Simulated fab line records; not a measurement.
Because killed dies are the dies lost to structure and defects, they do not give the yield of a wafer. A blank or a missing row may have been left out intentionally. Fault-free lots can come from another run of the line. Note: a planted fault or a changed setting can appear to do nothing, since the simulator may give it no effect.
The tool behind it: which one? :: flow nand harc :: 7 lots with 21 wafers sampled at 3 steps, on a route of 1302 steps

## WHAT THE GAUGES READ, wafer by wafer
NHARC_A_M1_INSPECT_27.
lot: L119
measured: day 23 14:29
on: defect inspect-01
raw defect count: 730 520 476

lot: L121
measured: day 26 03:43
on: defect inspect-02
raw defect count: 414 451 444

lot: L124
measured: day 26 09:07
on: defect inspect-01
raw defect count: 410 708 516

lot: L128
measured: day 28 06:10
on: defect inspect-01
raw defect count: 473 513 394

lot: L131
measured: day 30 02:12
on: defect inspect-01
raw defect count: 591 641 709

lot: L137
measured: day 31 08:23
on: defect inspect-02
raw defect count: 486 485 509

lot: L138
measured: day 32 11:01
on: defect inspect-01
raw defect count: 609 449 399

## TOOL THAT RAN EACH LOT (tool first, then ch and the chambers of the sampled wafers, then the start)
lot: L119
NHARC_A_M1_PVD_21: pvd sputter-03, day 23 13:40 or earlier
NHARC_A_M1_ANNEAL_31: rtp anneal-01 ch 0, day 23 13:40

lot: L121
NHARC_A_M1_PVD_21: pvd sputter-01, day 26 02:57 or earlier
NHARC_A_M1_ANNEAL_31: rtp anneal-02 ch 0, day 26 02:57

lot: L124
NHARC_A_M1_PVD_21: pvd sputter-03, day 26 08:22 or earlier
NHARC_A_M1_ANNEAL_31: rtp anneal-01 ch 0, day 26 08:22

lot: L128
NHARC_A_M1_PVD_21: pvd sputter-03, day 28 05:24 or earlier
NHARC_A_M1_ANNEAL_31: rtp anneal-02 ch 0, day 28 05:24

lot: L131
NHARC_A_M1_PVD_21: pvd sputter-02, day 30 01:23 or earlier
NHARC_A_M1_ANNEAL_31: rtp anneal-02 ch 0, day 30 01:23

lot: L137
NHARC_A_M1_PVD_21: pvd sputter-01, day 31 07:32 or earlier
NHARC_A_M1_ANNEAL_31: rtp anneal-01 ch 0, day 31 07:32

lot: L138
NHARC_A_M1_PVD_21: pvd sputter-01, day 32 10:11 or earlier
NHARC_A_M1_ANNEAL_31: rtp anneal-01 ch 0, day 32 10:11
- NHARC_A_M1_PVD_21: deposits Cu, target thk 30 nm, time 20.49 s.
- NHARC_A_M1_ANNEAL_31: time 90 s.

## THE ANSWER, worked out from the rows above alone
Rule: the usual values come from the lots themselves. The widest of any qualifying gaps counts: lots, ordered by their means at a reading, are off when they make up no more than a third of the lots, leave a main group of 4 or more, and stand apart from it by 3 or more times the standard deviation of that group's means. Not used: any main group whose means are identical at the precision the tables above print for the reading. A lot without any number at a reading at which 4 lots or more have one is off too. Any other lot the step has rows for is counted as sound.
No lot is off on any of the readings shown, so nothing can be concluded from this.

## WHAT HAD BEEN PUT IN BY THE SIMULATOR
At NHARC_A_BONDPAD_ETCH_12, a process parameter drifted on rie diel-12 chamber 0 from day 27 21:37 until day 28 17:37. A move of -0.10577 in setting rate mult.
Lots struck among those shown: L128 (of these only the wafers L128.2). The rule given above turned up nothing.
